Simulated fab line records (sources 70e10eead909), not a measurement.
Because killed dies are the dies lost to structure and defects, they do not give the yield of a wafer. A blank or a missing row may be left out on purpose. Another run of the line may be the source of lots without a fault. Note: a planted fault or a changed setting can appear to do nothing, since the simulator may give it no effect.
A struck lot beside a sound one ; flow nand harc ; 20 steps out of a route of 1159
Sound: these wafers, L993.2, L993.3, L993.5. Struck: wafers L109.2, L109.3, L109.5. Last of all comes the cause.
Per side, at each step with rows, come the tool, then ch with its chambers, and then its first start. Under that, the readings that differ: sound wafers ; struck wafers ; difference of the means ; sigmas: that difference in standard deviations of wafers without a fault.
alike: readings whose means differ by less than 2 such deviations, and words and numbers that are the same on both sides. not compared: withheld readings, readings that some wafer has no value for, bounds like >300 that may hide the same value, and numbers for which the record gives no deviation and whose values overlap.
Wherever a step has rows on one side only, a row that says differs or no value, or a row with sigmas, the two part there. Non-overlapping numbers with no deviation appear without sigmas and do not part them. Lack of a reading on every wafer of one side parts them only where that side has two or more wafers.

first, 8 steps without rows for these wafers: NHARC_THIN_TSV_DEHYDRATE_25 (time 120 s); NHARC_THIN_TSV_HMDS_26 (time 30 s); NHARC_THIN_TSV_COAT_27; NHARC_THIN_TSV_SOFTBAKE_28 (time 95 s); NHARC_THIN_TSV_EBR_29; NHARC_THIN_TSV_EXPOSE_30 (exposes mask PAD); NHARC_THIN_TSV_PEB_31 (peb time 85 s); NHARC_THIN_TSV_DEVELOP_32 (time 70 s).
NHARC_THIN_TSV_CD_MEAS_33: the cd target is 5000 nm.
  sound on cd sem-01 ch 0, day 19 06:30; struck on cd sem-03 ch 0, day 23 12:36
  alike: cd nm
then, 1 step without rows for these wafers: NHARC_THIN_TSV_HARDBAKE_34 (time 80 s).
NHARC_THIN_TSV_DESCUM_35: chemistry O2, time 3 s.
  sound on rie diel-11 ch 0,1,2, day 19 06:41; struck on rie diel-11 ch 0,1,2, day 23 12:46
reading;sound;struck;difference;sigmas
throttle valve pct (%);11.321 11.321 11.336;11.299 11.298 11.311;-0.023;-3
  alike: drypump motor current A, oes product au, rf vpp V, showerhead plenum p Torr
  not compared: rf hours counter h
NHARC_THIN_TSV_ETCH_59: etches the open film in Cl2/BCl3, target depth 880 nm, time 138.1 s.
  sound on rie metal-03 ch 0,1, day 19 06:50; struck on rie metal-01 ch 0,1, day 23 12:53
  alike: drypump motor current A, mfc cl2 sccm, oes product au, rf fwd power W, throttle valve pct
  not compared: rf hours counter h
NHARC_THIN_TSV_ETCH_36: etches the open film in Cl2/BCl3, target depth 65 nm, time 18.571 s.
  sound on rie metal-03 ch 1, day 19 07:04; struck on rie metal-01 ch 0,1, day 23 13:10
  alike: drypump motor current A, oes product au
  not compared: rf hours counter h
NHARC_THIN_TSV_STRIP_56: strips in O2.
  sound on plasma asher-01 ch 0,1, day 19 07:12; struck on plasma asher-01 ch 0,1, day 23 13:23
  alike: drypump motor current A, heater power w, temp c
  not compared: rf hours counter h
then, 1 step without rows for these wafers: NHARC_THIN_TSV_STRIP_57 (strips in post etch residue remover, time 1200 s).
NHARC_THIN_TSV_CD_MEAS_37:
  sound: cd sem-01 at day 19 07:56; struck: cd sem-03 at day 23 14:11
  alike: cd nm
then, 1 step without rows for these wafers: NHARC_THIN_TSV_ANNEAL_58 (time 1800 s).
NHARC_THIN_TSV_INSPECT_40:
  sound: defect inspect-02 at day 19 12:23; struck: defect inspect-02 at day 23 18:37
reading;sound;struck;difference;sigmas
raw defect count;561 588 405;1425 1386 1405;+887;+12
NHARC_END_WLT_00:
  sound: prober-01 at day 19 22:14; struck: prober-02 at day 23 19:11
  alike: VT_DECK1_BOTTOM, VT_DECK1_BOTTOM_INNER, VT_DECK1_MEDIAN_NEAR_BOTTOM, VT_DECK1_MEDIAN_NEAR_BOTTOM_INNER, VT_DECK1_MIDDLE, VT_DECK1_MIDDLE_INNER, VT_DECK1_TOP, VT_DECK1_TOP_INNER
NHARC_END_SORT_01:
  at this point the record logs the struck wafers (prober-02 ch 0, day 23 22:31) and has no rows for the sound ones

WHERE THEY PART
At NHARC_THIN_TSV_DESCUM_35 first; at NHARC_END_SORT_01 last (within this record only).

WHY: the cause the simulator had injected
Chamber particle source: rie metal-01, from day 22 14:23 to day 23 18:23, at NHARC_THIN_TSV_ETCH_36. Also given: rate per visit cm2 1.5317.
